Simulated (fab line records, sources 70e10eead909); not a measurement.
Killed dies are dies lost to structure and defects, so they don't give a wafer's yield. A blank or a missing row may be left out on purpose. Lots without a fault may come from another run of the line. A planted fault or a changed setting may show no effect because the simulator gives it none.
Chamber matching | flow nand_harc | NHARC_A_STAIRCASE_CMP_450 on cmp-02: 4 sister chambers
The step polishes SiO2, target thk 200 nm. 8 wafers are shown with their chamber, then 11 later ones without.

WAFERS WITH THEIR CHAMBER
wafer  | chamber | motor_current_A (A)
L079.2 | 1       | 13.6
L088.4 | 3       | 12.8
L087.1 | 0       | 11.2
L087.5 | 2       | 12.0
L089.1 | 2       | 11.2
L089.5 | 3       | 12.5
L089.6 | 0       | 12.2
L091.4 | 1       | 13.9

WAFERS WITHOUT THEIR CHAMBER
wafer  | motor_current_A (A)
L091.5 | 12.3
L091.6 | 12.1
L094.2 | 12.0
L094.3 | 13.8
L094.5 | 12.3
L097.2 | 13.4
L097.3 | 11.8
L097.4 | 11.4
L095.1 | 14.1
L095.4 | 11.6
L095.6 | 12.1

WHICH CHAMBER EACH WENT THROUGH
wafer  | from the rows above          | in truth
L091.5 | can't be placed: 3 or 0 or 2 | 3
L091.6 | can't be placed: 0 or 2 or 3 | 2
L094.2 | can't be placed: 0 or 2 or 3 | 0
L094.3 | 1                            | 1
L094.5 | can't be placed: 3 or 0 or 2 | 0
L097.2 | can't be placed: 1 or 3      | 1
L097.3 | can't be placed: 0 or 2 or 3 | 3
L097.4 | can't be placed: 2 or 0      | 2
L095.1 | 1                            | 1
L095.4 | can't be placed: 2 or 0      | 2
L095.6 | can't be placed: 0 or 2 or 3 | 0
Placed correctly: 2 of 11. Can't be placed from these rows: 9 (the true chamber is among the candidates in 9). Placed wrongly: 0.
How it was worked out, from the rows above alone: a wafer's distance from a chamber is the root of the sum, over the readings, of the square of ((its reading less the chamber's mean) divided by the reading's scatter). The wafer belongs to the nearest chamber; if the next one is less than 2 further off, it can't be placed. A chamber's mean is the mean of its shown wafers. The scatter: the root of (the sum of the squares of (reading less its chamber's mean) over the shown wafers, divided by (wafers less chambers)).
